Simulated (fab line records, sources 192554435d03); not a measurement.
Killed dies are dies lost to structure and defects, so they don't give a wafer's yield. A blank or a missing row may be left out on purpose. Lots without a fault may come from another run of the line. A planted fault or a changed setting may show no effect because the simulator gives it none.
Chamber matching | flow n5_finfet | N5_BEOL_M4_PECVD_72 on pecvd-02: 3 sister chambers
The step deposits SiO2 from TEOS/O2, target thk 16 nm, time 18 s. 6 wafers are shown with their chamber, then 7 later ones without.

WAFERS WITH THEIR CHAMBER
wafer  | chamber | throttle_valve_pct (%) | heater_power_w (W)
L355.2 | 1       | 21.7                   | 666
L355.6 | 1       | 21.8                   | 657
L357.5 | 2       | 21.4                   | 862
L362.5 | 0       | 22.5                   | 695
L362.6 | 2       | 21.5                   | 891
L366.2 | 0       | 22.0                   | 806

WAFERS WITHOUT THEIR CHAMBER
wafer  | throttle_valve_pct (%) | heater_power_w (W)
L366.4 | 21.8                   | 703
L371.1 | 22.4                   | 752
L371.5 | 22.3                   | 755
L371.6 | 21.8                   | 863
L372.1 | 22.1                   | 851
L372.3 | 21.9                   | 615
L372.5 | 22.2                   | 664

WHICH CHAMBER EACH WENT THROUGH
wafer  | from the rows above     | in truth
L366.4 | can't be placed: 1 or 0 | 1
L371.1 | 0                       | 0
L371.5 | 0                       | 0
L371.6 | can't be placed: 2 or 0 | 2
L372.1 | can't be placed: 0 or 2 | 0
L372.3 | 1                       | 1
L372.5 | can't be placed: 0 or 1 | 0
Placed correctly: 3 of 7. Can't be placed from these rows: 4 (the true chamber is among the candidates in 4). Placed wrongly: 0.
How it was worked out, from the rows above alone: a wafer's distance from a chamber is the root of the sum, over the readings, of the square of ((its reading less the chamber's mean) divided by the reading's scatter). The wafer belongs to the nearest chamber; if the next one is less than 2 further off, it can't be placed. A chamber's mean is the mean of its shown wafers. The scatter: the root of (the sum of the squares of (reading less its chamber's mean) over the shown wafers, divided by (wafers less chambers)).
